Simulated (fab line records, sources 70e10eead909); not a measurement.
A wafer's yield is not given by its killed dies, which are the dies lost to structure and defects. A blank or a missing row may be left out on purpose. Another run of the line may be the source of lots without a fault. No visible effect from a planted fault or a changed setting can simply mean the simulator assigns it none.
A lot that was struck, set against a sound lot | flow nand_harc | 15 out of 1159 route steps
Sound: wafers L923.2, L923.3, L923.6. Wafers L930.2, L930.4, L930.5 were the ones struck. The cause comes at the end.
At each step with rows: each side's tool, then ch and its chambers, then its first start. Under that, the readings that differ: sound wafers | struck wafers | difference of the means | sigmas: that difference in standard deviations of wafers without a fault.
alike: words and numbers the same on both sides, and readings whose means are apart by under 2 such deviations; not compared: readings that were withheld, readings missing a value for some wafer, numbers with overlapping values and no deviation given by the record, and bounds like >300 which may hide the same value.
The two part at a step that has a row with sigmas, a row that says differs or no value, or rows on one side only. When numbers do not overlap yet have no deviation, they are printed without sigmas and do not part them. A reading missing from all wafers of one side parts the sides only when that side holds two or more wafers.

first, 1 step without rows for these wafers: NHARC_A_CONTACT_ETCH_138 (etches the open film in C4F8/O2/Ar, time 132 s, target depth 1289 nm).
NHARC_A_CONTACT_ETCH_139: etches the open film in C4F8/O2/Ar, time 137 s, target depth 590 nm.
  sound on har_cap_etch-03 ch 0,1, day 19 16:17; struck on har_cap_etch-03 ch 1, day 21 06:56
  alike: chamber_pressure_mTorr, oes_air_line_au
  not compared: rf_hours_counter_h
NHARC_A_CONTACT_ETCH_92: etches the open film in CH3F/O2, target depth 40 nm, time 85.7 s.
  sound on rie_diel-03 ch 1,2,3, day 19 16:43; struck on rie_diel-03 ch 0,2,3, day 21 07:19
  reading                | sound                | struck               | difference | sigmas
  throttle_valve_pct (%) | 20.671 20.659 20.672 | 20.654 20.636 20.646 | -0.022     | -2
  alike: chamber_pressure_mTorr, drypump_motor_current_A, oes_product_au, rf_vpp_V, showerhead_plenum_p_Torr
  not compared: rf_hours_counter_h
NHARC_A_CONTACT_ETCH_98: etches the open film in C4F6/O2, target depth 20 nm, time 10 s.
  sound on rie_diel-03 ch 2,3; struck on rie_diel-03 ch 0,3
  alike: chamber_pressure_mTorr, drypump_motor_current_A, oes_product_au, rf_vpp_V, showerhead_plenum_p_Torr, throttle_valve_pct
  not compared: rf_hours_counter_h
NHARC_A_CONTACT_CD_MEAS_15:
  struck on cd_sem-03, day 21 07:31; sound on cd_sem-03, day 19 16:54
  alike: cd_nm
then, 3 steps without rows for these wafers: NHARC_A_CONTACT_STRIP_107 (strips in N2/H2); NHARC_A_CONTACT_STRIP_108 (strips in CF4/CHF3); NHARC_A_CONTACT_STRIP_109 (strips in O2/COS).
NHARC_A_CONTACT_ETCH_110: etches the open film in CF4/O2, target depth 50 nm, overetch 5 nm, time 27.5 s.
  sound on rie_diel-03 ch 0,3, day 19 17:15; struck on rie_diel-03 ch 0,1,3, day 21 07:49
  alike: chamber_pressure_mTorr, drypump_motor_current_A, oes_product_au, rf_vpp_V, showerhead_plenum_p_Torr, throttle_valve_pct
  not compared: rf_hours_counter_h
then, 2 steps without rows for these wafers: NHARC_A_CONTACT_STRIP_26 (strips in O2); NHARC_A_CONTACT_STRIP_27 (strips in post etch residue remover, time 600 s).
NHARC_A_CONTACT_ALD_18: deposits TiN, target thk 3 nm, pulse time 1 s, ald cycles 150.
  sound on ald_metal-03 ch 0,3, day 19 17:53; struck on ald_metal-01 ch 0,2,3, day 21 08:28
  alike: heater_power_w, precursor_pulse_height_rel
NHARC_A_CONTACT_CVD_19: deposits W, target thk 300 nm, time 802 s.
  sound on cvd_w-01 ch 0,1, day 19 18:14; struck on cvd_w-01 ch 0,1, day 21 14:02
  no value came back on the struck wafers for any of 5 readings (chamber_pressure_Torr (Torr), heater_power_outer_w (W) and others); on the sound wafers chamber_pressure_Torr (Torr) reads 39.86 39.91 39.87
NHARC_A_CONTACT_CMP_20: polishes, t overpolish 30 s, target thk 300 nm.
  sound on cmp-04 ch 2,3, day 19 19:03; struck on cmp-01 ch 0,2, day 21 14:57
  reading                | sound          | struck      | difference | sigmas
  time_to_endpoint_s (s) | 55.2 53.0 55.1 | 0.6 2.1 0.0 | -53.5      | -18
  alike: motor_current_A, overpolish_run_s, slurry_flow_ml_min
-- break in the record here, with 2 days between the starts of the struck wafers on either side (left off in module A_CONTACT, picked up again in module END, where the first step shown is number 1159 on the route) --
NHARC_END_SORT_01:
  at this point the record logs the struck wafers (prober-02 ch 0, day 23 15:26) and has no rows for the sound ones

WHERE THEY PART
Earliest at NHARC_A_CONTACT_ETCH_92; latest, in this record, at NHARC_END_SORT_01.

WHY: the cause the simulator had injected
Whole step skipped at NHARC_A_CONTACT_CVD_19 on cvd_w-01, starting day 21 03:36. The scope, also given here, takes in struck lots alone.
